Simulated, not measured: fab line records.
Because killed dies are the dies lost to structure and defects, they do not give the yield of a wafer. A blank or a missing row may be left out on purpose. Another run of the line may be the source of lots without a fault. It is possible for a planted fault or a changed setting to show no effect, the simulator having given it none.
A struck lot beside a sound one + flow nand_harc + 14 out of 1302 route steps
Sound: wafers L470.1, L470.2, L470.5. Wafers struck: L468.2, L468.4. The cause is named last.
For every step that has rows: the tool of each side, followed by ch and its chambers, followed by its first start. Under that, the readings that differ: sound wafers + struck wafers + difference of the means + sigmas: that difference in standard deviations of wafers without a fault.
alike: words and numbers the same on both sides, and readings whose means are apart by under 2 such deviations; not compared: readings that were withheld, readings missing a value for some wafer, numbers with overlapping values and no deviation given by the record, and bounds like >300 which may hide the same value.
A row with sigmas, a row that says differs or no value, or rows on one side alone: a step with any of these is where the two part. When numbers do not overlap yet have no deviation, they are printed without sigmas and do not part them. Lack of a reading on every wafer of one side parts them only where that side has two or more wafers.

first, 4 steps without rows for these wafers: NHARC_A_WL_FILL_STRIP_28 (strips in post etch residue remover, time 1200 s); NHARC_A_WL_FILL_PRECLEAN_06 (cleans in DIW, time 300 s); NHARC_A_WL_FILL_SRD_07; NHARC_A_WL_FILL_ANNEAL_08 (time 1800 s).
NHARC_A_WL_FILL_ALD_10: deposits SiO2, target thk 50 nm, pulse time 10 s, ald cycles 500.
  sound on ald_hk-02 ch 0,3, day 29 02:59; struck on ald_hk-04 ch 0,2, day 27 21:42
  alike: heater_power_w, precursor_pulse_height_rel
NHARC_A_WL_FILL_ETCHBACK_16: etches the open film in C4F8/O2/Ar, target depth 120 nm, time 24 s.
  sound: rie_diel-07 ch 0,1,3; struck: rie_diel-13 ch 0,1
  alike: oes_product_au, rf_vpp_V, run_length_s
  not compared: rf_hours_counter_h
NHARC_A_WL_FILL_STRIP_29: strips in O2, time 20 s.
  sound on rie_diel-07 ch 0,2,3, day 29 07:47; struck on rie_diel-13 ch 0,1, day 28 01:58
  alike: drypump_motor_current_A, oes_product_au, rf_vpp_V, showerhead_plenum_p_Torr, throttle_valve_pct
  not compared: rf_hours_counter_h
NHARC_A_WL_FILL_ETCHBACK_17: etches the open film in Cl2/BCl3, target depth 4 nm, time 26.7 s.
  sound on rie_metal-01 ch 0,1, day 29 07:52; struck on rie_metal-02 ch 1, day 28 02:04
| reading                     | sound          | struck    | difference | sigmas |
|-----------------------------|----------------|-----------|------------|--------|
| drypump_motor_current_A (A) | 4.8 5.6 5.6    | 6.8 6.7   | +1.4       | +2     |
| run_length_s (s)            | 47.8 47.6 47.6 | 49.1 48.7 | +1.2       | +3     |
  alike: oes_product_au
  not compared: rf_hours_counter_h
then, 3 steps without rows for these wafers: NHARC_A_WL_FILL_PRECLEAN_18 (cleans in dHF, time 30 s); NHARC_A_WL_FILL_SRD_21; NHARC_A_WL_FILL_CVD_23 (deposits poly-Si, target thk 40 nm, time 800 s).
NHARC_A_WL_FILL_ETCHBACK_26: etches the open film in HBr, target depth 52 nm, time 13.3 s.
  sound on rie_si-01 ch 0,1,2, day 29 13:09; struck on rie_si-05 ch 1,2, day 28 07:17
| reading          | sound          | struck    | difference | sigmas |
|------------------|----------------|-----------|------------|--------|
| run_length_s (s) | 34.6 33.7 34.9 | 31.8 31.2 | -2.9       | -7     |
  alike: drypump_motor_current_A, oes_product_au, throttle_valve_pct
  not compared: rf_hours_counter_h
then, 1 step without rows for these wafers: NHARC_A_WL_FILL_PRECLEAN_30 (cleans in dHF, time 10 s).
-- the record jumps here: 4 days lie between the struck wafers' starts before and after (it left off in module A_WL_FILL and takes up again in module END, whose first step shown is number 1302 of the route) --
NHARC_END_SORT_01:
  sound on prober-01 ch 0, day 33 02:50; struck on prober-01 ch 0, day 31 19:25
  alike: killed_at_array, killed_at_other, killed_at_periphery, killed_dies, killed_open, killed_short

== WHERE THEY PART ==
Last at NHARC_A_WL_FILL_ETCHBACK_26 as far as this record goes, first at NHARC_A_WL_FILL_ETCHBACK_17. Later steps at which nothing parts them and some readings are alike: NHARC_END_SORT_01.

WHY: whatever the simulator had introduced
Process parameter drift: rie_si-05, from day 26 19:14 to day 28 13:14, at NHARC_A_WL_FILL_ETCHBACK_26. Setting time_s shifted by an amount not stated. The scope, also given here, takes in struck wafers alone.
